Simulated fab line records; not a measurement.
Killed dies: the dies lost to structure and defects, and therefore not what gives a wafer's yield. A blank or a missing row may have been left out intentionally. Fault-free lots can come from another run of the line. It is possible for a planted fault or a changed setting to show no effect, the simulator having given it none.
Split-lot trial :: flow n5 finfet :: on a route of 1938 steps: 7 lots, 39 wafers read

THE SPLIT
At N5_HKMG_FIN_ETCH_32 (etches SOC in N2/H2, target depth 240 nm, time 300 s), the setting source w was moved away from the recipe's 840 W on 12 of the 39 wafers read, by -10.3% to +15.5%. The other wafers ran this setting at the recipe's value.

The split's own step is where the reading is taken.

THE READING
rf vpp V, in V, at N5_HKMG_FIN_ETCH_32 (etches SOC in N2/H2, target depth 240 nm, time 300 s). On this fab line, fault-free wafers typically give 524.0 V with a standard deviation of 2.2 V.

wafer: L078.1
tool, chamber at the split: rie diel-02, 0
source w as run, W: 840
against the recipe: recipe
rf vpp V, V: 525.1
against lot-mates on the recipe: -

wafer: L078.2
tool, chamber at the split: rie diel-02, 3
source w as run, W: 840
against the recipe: recipe
rf vpp V, V: 523.4
against lot-mates on the recipe: -

wafer: L078.3
tool, chamber at the split: rie diel-02, 2
source w as run, W: 840
against the recipe: recipe
rf vpp V, V: 525.1
against lot-mates on the recipe: -

wafer: L078.4
tool, chamber at the split: rie diel-02, 1
source w as run, W: 840
against the recipe: recipe
rf vpp V, V: 526.9
against lot-mates on the recipe: -

wafer: L078.5
tool, chamber at the split: rie diel-02, 2
source w as run, W: 840
against the recipe: recipe
rf vpp V, V: 525.1
against lot-mates on the recipe: -

wafer: L078.6
tool, chamber at the split: rie diel-02, 1
source w as run, W: 840
against the recipe: recipe
rf vpp V, V: 525.9
against lot-mates on the recipe: -

wafer: L079.1
tool, chamber at the split: rie diel-06, 0
source w as run, W: 840
against the recipe: recipe
rf vpp V, V: 521.0
against lot-mates on the recipe: -

wafer: L079.2
tool, chamber at the split: rie diel-06, 1
source w as run, W: 767.2
against the recipe: -8.7%
rf vpp V, V: 536.7
against lot-mates on the recipe: +14.3

wafer: L079.3
tool, chamber at the split: rie diel-06, 3
source w as run, W: 767.2
against the recipe: -8.7%
rf vpp V, V: 537.3
against lot-mates on the recipe: +14.9

wafer: L079.4
tool, chamber at the split: rie diel-06, 2
source w as run, W: 840
against the recipe: recipe
rf vpp V, V: 526.2
against lot-mates on the recipe: -

wafer: L079.5
tool, chamber at the split: rie diel-06, 3
source w as run, W: 840
against the recipe: recipe
rf vpp V, V: 519.9
against lot-mates on the recipe: -

wafer: L079.6
tool, chamber at the split: rie diel-06, 2
source w as run, W: 767.2
against the recipe: -8.7%
rf vpp V, V: 541.9
against lot-mates on the recipe: +19.5

wafer: L081.1
tool, chamber at the split: rie diel-06, 3
source w as run, W: 840
against the recipe: recipe
rf vpp V, V: 521.9
against lot-mates on the recipe: -

wafer: L081.2
tool, chamber at the split: rie diel-06, 1
source w as run, W: 840
against the recipe: recipe
rf vpp V, V: 520.3
against lot-mates on the recipe: -

wafer: L081.3
tool, chamber at the split: rie diel-06, 0
source w as run, W: 840
against the recipe: recipe
rf vpp V, V: 522.2
against lot-mates on the recipe: -

wafer: L082.1
tool, chamber at the split: rie diel-02, 0
source w as run, W: 970.2
against the recipe: +15.5%
rf vpp V, V: 498.5
against lot-mates on the recipe: -25.2

wafer: L082.2
tool, chamber at the split: rie diel-02, 1
source w as run, W: 970.2
against the recipe: +15.5%
rf vpp V, V: 503.5
against lot-mates on the recipe: -20.2

wafer: L082.3
tool, chamber at the split: rie diel-02, 2
source w as run, W: 840
against the recipe: recipe
rf vpp V, V: 524.2
against lot-mates on the recipe: -

wafer: L082.4
tool, chamber at the split: rie diel-02, 3
source w as run, W: 840
against the recipe: recipe
rf vpp V, V: 523.9
against lot-mates on the recipe: -

wafer: L082.5
tool, chamber at the split: rie diel-02, 2
source w as run, W: 970.2
against the recipe: +15.5%
rf vpp V, V: 501.6
against lot-mates on the recipe: -22.1

wafer: L082.6
tool, chamber at the split: rie diel-02, 3
source w as run, W: 840
against the recipe: recipe
rf vpp V, V: 523.0
against lot-mates on the recipe: -

wafer: L090.1
tool, chamber at the split: rie diel-05, 2
source w as run, W: 753.2
against the recipe: -10.3%
rf vpp V, V: 542.3
against lot-mates on the recipe: +18.5

wafer: L090.2
tool, chamber at the split: rie diel-05, 3
source w as run, W: 753.2
against the recipe: -10.3%
rf vpp V, V: 541.7
against lot-mates on the recipe: +17.9

wafer: L090.3
tool, chamber at the split: rie diel-05, 1
source w as run, W: 840
against the recipe: recipe
rf vpp V, V: 523.3
against lot-mates on the recipe: -

wafer: L090.4
tool, chamber at the split: rie diel-05, 2
source w as run, W: 840
against the recipe: recipe
rf vpp V, V: 522.8
against lot-mates on the recipe: -

wafer: L090.5
tool, chamber at the split: rie diel-05, 1
source w as run, W: 840
against the recipe: recipe
rf vpp V, V: 525.3
against lot-mates on the recipe: -

wafer: L090.6
tool, chamber at the split: rie diel-05, 3
source w as run, W: 753.2
against the recipe: -10.3%
rf vpp V, V: 542.9
against lot-mates on the recipe: +19.1

wafer: L094.1
tool, chamber at the split: rie diel-02, 0
source w as run, W: 840
against the recipe: recipe
rf vpp V, V: 523.2
against lot-mates on the recipe: -

wafer: L094.2
tool, chamber at the split: rie diel-02, 3
source w as run, W: 840
against the recipe: recipe
rf vpp V, V: 522.3
against lot-mates on the recipe: -

wafer: L094.3
tool, chamber at the split: rie diel-02, 1
source w as run, W: 840
against the recipe: recipe
rf vpp V, V: 527.2
against lot-mates on the recipe: -

wafer: L094.4
tool, chamber at the split: rie diel-02, 2
source w as run, W: 840
against the recipe: recipe
rf vpp V, V: 523.9
against lot-mates on the recipe: -

wafer: L094.5
tool, chamber at the split: rie diel-02, 2
source w as run, W: 840
against the recipe: recipe
rf vpp V, V: 524.3
against lot-mates on the recipe: -

wafer: L094.6
tool, chamber at the split: rie diel-02, 1
source w as run, W: 840
against the recipe: recipe
rf vpp V, V: 527.8
against lot-mates on the recipe: -

wafer: L096.1
tool, chamber at the split: rie diel-05, 1
source w as run, W: 840
against the recipe: recipe
rf vpp V, V: 525.5
against lot-mates on the recipe: -

wafer: L096.2
tool, chamber at the split: rie diel-05, 2
source w as run, W: 790.8
against the recipe: -5.9%
rf vpp V, V: 533.6
against lot-mates on the recipe: +8.3

wafer: L096.3
tool, chamber at the split: rie diel-05, 0
source w as run, W: 790.8
against the recipe: -5.9%
rf vpp V, V: 535.0
against lot-mates on the recipe: +9.7

wafer: L096.4
tool, chamber at the split: rie diel-05, 3
source w as run, W: 790.8
against the recipe: -5.9%
rf vpp V, V: 534.6
against lot-mates on the recipe: +9.3

wafer: L096.5
tool, chamber at the split: rie diel-05, 1
source w as run, W: 840
against the recipe: recipe
rf vpp V, V: 525.3
against lot-mates on the recipe: -

wafer: L096.6
tool, chamber at the split: rie diel-05, 0
source w as run, W: 840
against the recipe: recipe
rf vpp V, V: 525.1
against lot-mates on the recipe: -

FIT RESULTS
A straight line over all 39 wafers: rf vpp V changes by -1.59 V for each +1% of source w; r = -0.98; the points scatter about the line by 2 V.
The same after taking each lot's own level away (the mean of its wafers on the recipe; 39 wafers): -1.6 V for each +1%; r = -0.98; scatter 1.8 V.
Per that fit: largest source w move, reading shift of 25 V.
The lots' own levels span 521.47 to 525.30 V, that is 1.7 times the standard deviation above.
The two slopes are in agreement: the lot-to-lot level therefore moves the slope only a little.
Check: -24 V against its lot-mates is what the line predicts for one of the wafers moved furthest among these (+15.5%) when that wafer is left out of the fit. Against them it came out at -25.2 V.
Tool readings at the split's step, against how far the setting was moved: rf vpp V r = -0.98.

OTHER SPLITS ON THESE WAFERS
Before the reading, these wafers also passed through other splits. Each is held against what the fit with the lots' levels taken away leaves over:
other split on the same wafers: N5_DUMMY_GATE_ETCH_32 time s
wafers away from the commonest value: 15
r with rf vpp V (lot level and that fit taken away): +0.00

other split on the same wafers: N5_SD_EPI_N_EPI_21 epi growth time s
wafers away from the commonest value: 15
r with rf vpp V (lot level and that fit taken away): -0.20

other split on the same wafers: N5_SD_EPI_P_ETCH_37 source w
wafers away from the commonest value: 18
r with rf vpp V (lot level and that fit taken away): +0.20

FILE'S OWN FIT
rf vpp V changes by -1.61 V for each +1% of source w, r = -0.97.
